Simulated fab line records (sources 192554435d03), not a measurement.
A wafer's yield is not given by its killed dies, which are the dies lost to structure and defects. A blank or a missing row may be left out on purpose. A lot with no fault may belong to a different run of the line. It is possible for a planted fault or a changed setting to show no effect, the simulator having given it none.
Struck lot and sound lot, side by side ; flow n5-finfet ; 45 steps out of a route of 1938
Sound: wafers L822.2, L822.3, L822.6. Wafers struck: L809.1, L809.2, L809.6. The cause is given at the end.
Order at every step that has rows: each side's tool, ch and its chambers, its first start. Under that, the readings that differ: sound wafers ; struck wafers ; difference of the means ; sigmas: that difference in standard deviations of wafers without a fault.
alike: same words and numbers on both sides, and readings whose means sit less than 2 such deviations apart. not compared: any withheld reading, any reading some wafer has no value for, any bound like >300 that may hide the same value, and any number with overlapping values for which the record gives no deviation.
Wherever a step has rows on one side only, a row that says differs or no value, or a row with sigmas, the two part there. Numbers that have no deviation but don't overlap get no sigmas and don't part them. Lack of a reading on every wafer of one side parts them only where that side has two or more wafers.

first, 4 steps without rows for these wafers: N5_MOL_CONTACT_COAG_CVD_140 (deposits W, target thk 66.5 nm, time 215 s); N5_MOL_CONTACT_COAG_PRECLEAN_127 (cleans in DIW, time 57.5 s); N5_MOL_CONTACT_COAG_SRD_128 (dry time 32 s); N5_MOL_CONTACT_COAG_CMP_52 (polishes, stops on SiO2, t overpolish 1.5 s, target thk 66.5 nm).
N5_MOL_CONTACT_COAG_THK_MEAS_53:
  struck on film-metro-01, day 6 21:08; sound on film-metro-02, day 10 05:46
  alike: VIA_MOL_THK
then, 1 step without rows for these wafers: N5_MOL_CONTACT_COAG_ANNEAL_112 (time 1800 s).
N5_MOL_CONTACT_COAG_INSPECT_97: inspects for defects (darkfield).
  struck on defect-inspect-01, day 7 00:11; sound on defect-inspect-02, day 10 10:15
reading;sound;struck;difference;sigmas
raw-defect-count;42 47 27;75 95 69;+41;+2
then, 3 steps without rows for these wafers: N5_BEOL_M0_SAQP_PECVD_00 (deposits SiCN from 3MS/NH3, target thk 8 nm, time 14 s); N5_BEOL_M0_SAQP_ILD_DEP_01 (deposits SiOC from DEMS/O2, target thk 45.419 nm, time 8.7 s); N5_BEOL_M0_SAQP_HM_DEP_02 (deposits TiN, target thk 12 nm).
N5_BEOL_M0_SAQP_PECVD_03: deposits SiCN from 3MS/NH3, target thk 12 nm, time 21.1 s.
  sound on pecvd-03 ch 0,1,2, day 10 11:19; struck on pecvd-03 ch 0,2, day 7 02:04
  alike: chamber-pressure-Torr, rf-fwd-power-W, showerhead-plenum-p-Torr, throttle-valve-pct
N5_BEOL_M0_SAQP_PECVD_96: deposits a-Si from SiH4/He, target thk 45 nm, time 45.2 s.
  sound on pecvd-03 ch 0,1,2, day 10 11:20; struck on pecvd-03 ch 0,2, day 7 02:06
  no value came back on the struck wafers for any of 5 readings (chamber-pressure-Torr (Torr), heater-power-outer-w (W) and others); on the sound wafers chamber-pressure-Torr (Torr) reads 2.997 2.998 3.001
N5_BEOL_M0_SAQP_PECVD_97: deposits SiNx from SiH4/NH3/N2, target thk 23 nm, time 19.9 s.
  sound on pecvd-03 ch 0,1,2, day 10 11:23; struck on pecvd-03 ch 0,2, day 7 02:09
  alike: chamber-pressure-Torr, heater-power-outer-w, heater-power-w, showerhead-plenum-p-Torr, throttle-valve-pct
then, 1 step without rows for these wafers: N5_BEOL_M0_SAQP_PECVD_04 (deposits a-Si from SiH4/He, target thk 60 nm, time 60.2 s).
N5_BEOL_M0_SAQP_THK_MEAS_05:
  struck on film-metro-02, day 7 02:17; sound on film-metro-02, day 10 11:31
  alike: thk-nm
then, 9 steps without rows for these wafers: N5_BEOL_M0_SAQP_HM_DEP_111 (deposits SiO2 from SiH4/N2O, target thk 12 nm, time 7.2 s); N5_BEOL_M0_SAQP_COAT_81 (time 60 s, resist thk 100 nm); N5_BEOL_M0_SAQP_COAT_82 (time 60 s, resist thk 30 nm); N5_BEOL_M0_SAQP_COAT_08 (resist thk 90 nm); N5_BEOL_M0_SAQP_EBR_10; N5_BEOL_M0_SAQP_SOFTBAKE_09 (time 60 s); N5_BEOL_M0_SAQP_EXPOSE_11 (exposes mask M0 CORE, target cd 42 nm); N5_BEOL_M0_SAQP_PEB_12 (peb time 60 s); N5_BEOL_M0_SAQP_DEVELOP_13 (develop time 30 s).
N5_BEOL_M0_SAQP_CD_MEAS_14 targets a cd of 42.5 nm.
  sound on cd-sem-02 ch 0, day 10 12:00; struck on cd-sem-03 ch 0, day 7 02:47
  alike: cd-nm
N5_BEOL_M0_SAQP_OVL_MEAS_15:
  sound on overlay-01 ch 0, day 10 12:02; struck on overlay-02 ch 0, day 7 02:49
reading;sound;struck;difference;sigmas
M0_CORE_OVL (nm);0.4 1.4 0.9;0.3 -1.0 -1.1;-1.5;-2
N5_BEOL_M0_SAQP_INSPECT_16: inspects for defects (brightfield).
  struck on defect-inspect-02, day 7 02:50; sound on defect-inspect-01, day 10 12:03
  alike: raw-defect-count
then, 1 step without rows for these wafers: N5_BEOL_M0_SAQP_DESCUM_19 (chemistry O2, time 7.9 s).
N5_BEOL_M0_SAQP_ETCH_83: etches SiARC in CF4, target depth 39 nm, time 65 s.
  sound on rie-diel-04 ch 1,2, day 10 12:07; struck on rie-diel-04 ch 0,2,3, day 7 03:03
  alike: drypump-motor-current-A, etch-rf-on-time-s, oes-product-au, rf-vpp-V, showerhead-plenum-p-Torr, throttle-valve-pct
  not compared: rf-hours-counter-h
then, 4 steps without rows for these wafers: N5_BEOL_M0_SAQP_ETCH_84 (etches SOC in N2/H2, target depth 100 nm, overetch 20 nm, time 150 s); N5_BEOL_M0_SAQP_STRIP_80 (strips in N2/H2); N5_BEOL_M0_SAQP_HM_OPEN_112 (chemistry CHF3/O2, target SiO2, stops on a-Si, target depth 12 nm, time 13.5 s); N5_BEOL_M0_SAQP_STRIP_113 (strips in CHF3/O2).
N5_BEOL_M0_SAQP_MANDREL_ETCH_20: etches a-Si in HBr/Cl2, stops on SiNx, target depth 60 nm, bt time 10 s, time 30 s.
  sound on rie-si-06 ch 0,3, day 10 12:22; struck on rie-si-05 ch 1,2, day 7 03:17
  alike: drypump-motor-current-A, oes-product-au, throttle-valve-pct
  not compared: rf-hours-counter-h
then, 4 steps without rows for these wafers: N5_BEOL_M0_SAQP_STRIP_86 (strips in N2/H2); N5_BEOL_M0_SAQP_STRIP_115 (strips in post etch residue remover, time 60 s); N5_BEOL_M0_SAQP_SRD_93 (time 30 s); N5_BEOL_M0_SAQP_RECESS_114 (chemistry HF/NH3, target SiO2, target depth 14.4 nm, afs cycles 3, sublimation time 60 s).
N5_BEOL_M0_SAQP_SPACER1_ALD_98: deposits SiO2, target thk 12.8 nm, pulse time 1 s, purge time 2 s.
  sound on ald-sin-04 ch 0,2, day 10 13:04; struck on ald-sin-02 ch 1,2, day 7 03:57
  alike: heater-power-w, precursor-pulse-height-rel
then, 2 steps without rows for these wafers: N5_BEOL_M0_SAQP_SPACER1_ETCHBACK_99 (etches SiO2 in CHF3/O2, target depth 15.4 nm, time 7.7 s); N5_BEOL_M0_SAQP_MANDREL1_REMOVE_100 (chemistry HBr/Cl2/O2, target a-Si, stops on SiNx, bt time 10 s).
N5_BEOL_M0_SAQP_MANDREL_ETCH_103: etches a-Si in HBr/Cl2, stops on SiCN, target depth 45 nm, bt time 10 s, time 27 s.
  sound on rie-si-05 ch 0,2,3, day 10 14:07; struck on rie-si-02 ch 1,2,3, day 7 04:50
reading;sound;struck;difference;sigmas
oes-product-au (a.u.);0.707 0.688 0.707;0.298 0.282 0.292;-0.410;-32
model.etch.depth-nm (nm);45.29 45.06 46.57;0 0 0;-46;
  alike: drypump-motor-current-A, throttle-valve-pct
  not compared: rf-hours-counter-h
N5_BEOL_M0_SAQP_MANDREL2_REMOVE_110: chemistry HBr/Cl2/O2, target a-Si, stops on SiCN, bt time 10 s.
  sound on rie-si-02 ch 0,1,3, day 10 18:35; struck on rie-si-02 ch 0,3, day 7 06:24
reading;sound;struck;difference;sigmas
model.BEOL_M0_SAQP.cd-nm (nm);14.8 15 15.2;13 13 13;-2;
  alike: drypump-motor-current-A, oes_o_777_au, oes-product-au, throttle-valve-pct
  not compared: rf-hours-counter-h
N5_BEOL_M0_SAQP_CD_MEAS_29 targets a cd of 14.4 nm.
  sound on cd-sem-03 ch 0, day 10 18:41; struck on cd-sem-03 ch 0, day 7 06:31
reading;sound;struck;difference;sigmas
cd-nm (nm);14.89 14.59 15.20;- - -;no value on the struck wafers;
N5_BEOL_M4_RC_MEAS_101:
  the record has rows for the sound wafers here (prober-02 ch 0, day 13 01:44) and none for the struck ones

WHERE THEY PART
At N5_MOL_CONTACT_COAG_INSPECT_97 first; at N5_BEOL_M4_RC_MEAS_101 last (within this record only).

WHY: the cause the simulator had injected
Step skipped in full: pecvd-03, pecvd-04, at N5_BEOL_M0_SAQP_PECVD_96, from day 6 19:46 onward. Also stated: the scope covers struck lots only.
